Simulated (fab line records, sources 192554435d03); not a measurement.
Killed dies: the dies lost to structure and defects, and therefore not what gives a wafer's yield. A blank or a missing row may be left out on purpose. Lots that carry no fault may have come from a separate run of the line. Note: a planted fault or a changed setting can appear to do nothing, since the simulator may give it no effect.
Lot-split experiment	flow n5-finfet	21 wafers read from 7 lots, route of 1938 steps

## SPLIT DETAILS
At N5_SD_EPI_P_ETCH_37 (etches SOC in N2/H2, overetch 108 nm, time 486 s), the setting source-w was moved away from the recipe's 3000 W on 6 of the 21 wafers read, by -16.6% to +7.6%. This setting was run at the recipe's value on the other wafers.

The split's own step is where the reading is taken.

## THE READING
rf-vpp-V, in V, at N5_SD_EPI_P_ETCH_37 (etches SOC in N2/H2, overetch 108 nm, time 486 s). Fault-free wafers of this fab line usually give 240.5 V, standard deviation 1.2 V.

wafer	tool, chamber at the split	source-w as run, W	against the recipe	rf-vpp-V, V	against lot-mates on the recipe
L082.1	rie-diel-01, 2	2501	-16.6%	256.0	+17.1
L082.2	rie-diel-01, 3	2501	-16.6%	255.1	+16.2
L082.6	rie-diel-01, 1	3000	recipe	238.9	-
L083.1	rie-diel-01, 3	3000	recipe	240.5	-
L083.4	rie-diel-01, 1	3000	recipe	239.6	-
L083.6	rie-diel-01, 3	2767	-7.8%	245.4	+5.3
L087.1	rie-diel-05, 2	3000	recipe	241.1	-
L087.4	rie-diel-05, 0	3000	recipe	238.5	-
L087.6	rie-diel-05, 2	3000	recipe	240.4	-
L090.2	rie-diel-01, 2	3000	recipe	240.3	-
L090.3	rie-diel-01, 1	3000	recipe	239.0	-
L090.5	rie-diel-01, 0	3000	recipe	241.9	-
L092.1	rie-diel-05, 0	2791	-7.0%	244.6	+6.2
L092.3	rie-diel-05, 2	2791	-7.0%	247.3	+8.9
L092.5	rie-diel-05, 0	3000	recipe	238.4	-
L093.3	rie-diel-03, 3	3228	+7.6%	234.5	-6.0
L093.4	rie-diel-03, 1	3000	recipe	240.1	-
L093.6	rie-diel-03, 3	3000	recipe	240.9	-
L094.1	rie-diel-05, 2	3000	recipe	241.4	-
L094.5	rie-diel-05, 1	3000	recipe	240.7	-
L094.6	rie-diel-05, 2	3000	recipe	242.1	-

THE FIT
A straight line over all 21 wafers: rf-vpp-V changes by -0.874 V for each +1% of source-w; r = -0.97; the points scatter about the line by 1.2 V.
The same after taking each lot's own level away (the mean of its wafers on the recipe; 21 wafers): -0.965 V for each +1%; r = -0.98; scatter 1.1 V.
Per that fit: largest source-w move, reading shift of 16 V.
Across the lots, their own levels run from 238.40 to 241.40 V, a range of 2.5 times the standard deviation given above.
So the lot-to-lot level changes the slope little: the two slopes agree.
Check: with one of the wafers moved furthest among these (-16.6%) left out of the fit, the line predicts +15.6 V for it against its lot-mates. Against them it came out at +17.1 V.
Tool readings at the split's step, against how far the setting was moved: rf-vpp-V r = -0.97.

## THESE WAFERS: OTHER SPLITS
Before the reading, these wafers also passed through other splits. Each is held against what the fit with the lots' levels taken away leaves over:
other split on the same wafers	wafers away from the commonest value	r with rf-vpp-V (lot level and that fit taken away)
N5_ZERO_LAYER_EXPOSE_08 dose-mj	10	+0.23
N5_ZERO_LAYER_DEVELOP_10 develop-time-s	8	+0.36
N5_WELL_APT_COAT_02 spin-rpm	8	+0.47
N5_FIN_CUT_EXPOSE_05 dose-mj	6	-0.08
N5_DUMMY_GATE_COAT_09 spin-rpm	6	+0.12
N5_SD_EPI_P_PEB_07 peb-time-s	11	+0.16

## THE WHOLE CHAIN: every reading that the file lists as answering this split, in the file's order
step	what it does	reading	change (the file's fit)	r (the file's)
N5_SD_EPI_P_ETCH_37	etches SOC in N2/H2, overetch 108 nm, time 486 s	rf-vpp-V	-0.94 V for each +1% of the setting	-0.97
N5_SD_EPI_P_ETCH_37	etches SOC in N2/H2, overetch 108 nm, time 486 s	SiARC_of_SD_EPI_P_COAT_35.thk-nm (the simulator's own value, which no gauge read)	-0.156 nm for each +1% of the setting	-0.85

## THE FILE'S OWN FIT
rf-vpp-V changes by -0.94 V for each +1% of source-w, r = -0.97.
